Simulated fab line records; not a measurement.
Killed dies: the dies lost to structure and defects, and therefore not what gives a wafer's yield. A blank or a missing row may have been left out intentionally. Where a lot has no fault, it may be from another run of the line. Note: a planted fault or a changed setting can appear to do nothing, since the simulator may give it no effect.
Code-filled problem report in 8D (eight disciplines) form -- flow n5Finfet -- the parts of the form that need people (team, actions taken, sign-off) are left out

1. PROBLEM STATEMENT
Wafers without a fault read 5.28 s, standard deviation 0.18; etchRfOnTimeS at N5_BEOL_M1_ETCH_74 reads a mean of 6.37 s on 2 wafers belonging to 2 lots. That puts it +6.1 standard deviations away from the usual mean.
The step: etches underlayer in N2/H2, target depth 6.5 nm, time 5.2 s.
The first sign was on wafer L478.2 at day 8 06:20, on rieDiel-06. The record has a number at this step for 29 wafers belonging to 10 lots. Rule for "out" (also "out of limits"): further than 4 standard deviations from the usual mean. The rest of the wafers with a number are treated as sound.

2. WHAT IT IS, WHAT IT ISN'T
question,is,is not
which readings at this step,etchRfOnTimeS,"drypumpMotorCurrentA, h2FlowSccm, rfVppV, showerheadPlenumPTorr, throttleValvePct"
which lots,"L478, L482","L469, L472, L473, L474, L476, L477, L490, L492"
which wafers of those lots,"L478.2, L482.2","L478.3, L478.6, L482.1"
read on which tools,rieDiel-06,"rieDiel-02, rieDiel-05"
when,from day 8 06:20,"up to then (20 sound wafers); but 7 sound wafers of L482, L490, L492 came after"

3. THE SUSPECTS, EACH WITH WHAT RULES IT OUT
Counting: if a tool at a process step up to the reading ran every lot that is out, it stays a suspect. Sound lots after the first of them don't rule it out here, since some wafers of a struck lot are sound.
- rieDiel-06 at N5_BEOL_M1_ETCH_74 (etches underlayer in N2/H2, target depth 6.5 nm, time 5.2 s): kept. It ran every lot that is out, first L478 (day 8 06:20); its last sound lot up to then is L476 (day 8 00:43). Its own readings are out on those wafers: etchRfOnTimeS.
The count leaves rieDiel-06 at N5_BEOL_M1_ETCH_74.

4. THE CAUSE (what the simulator had put in)
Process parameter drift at N5_BEOL_M1_ETCH_74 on rieDiel-06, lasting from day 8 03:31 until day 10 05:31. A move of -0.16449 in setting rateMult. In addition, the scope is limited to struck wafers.
Counting left only this tool.

5. THE EFFECT CHAIN, in route order
One row per reading whose mean, taken over the struck wafers that have a number, lies over 3 standard deviations from the usual. Scope: only readings with a usual standard deviation given in the record; hours: median across lots of the time from each lot's start at the first step in this table that gives one to its start at this step; sigmas: change in usual standard deviations.
hours,step,reading,usual,on struck wafers,change,sigmas
0,N5_BEOL_M1_ETCH_74,etchRfOnTimeS,5.28 s,6.37,+1.09,+6.1
Here are the process steps it includes:
- N5_BEOL_M1_ETCH_74: etches underlayer in N2/H2, target depth 6.5 nm, time 5.2 s.
At these later measuring or inspecting steps, every struck wafer for which the step has a row has a number for every such reading, and none has moved that far: N5_BEOL_M4_RC_MEAS_101.

6. HOW IT WOULD HAVE BEEN CAUGHT EARLIER
In this record no reading fell out of limits until day 8 06:20, 3 hours after the fault had begun at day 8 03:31.
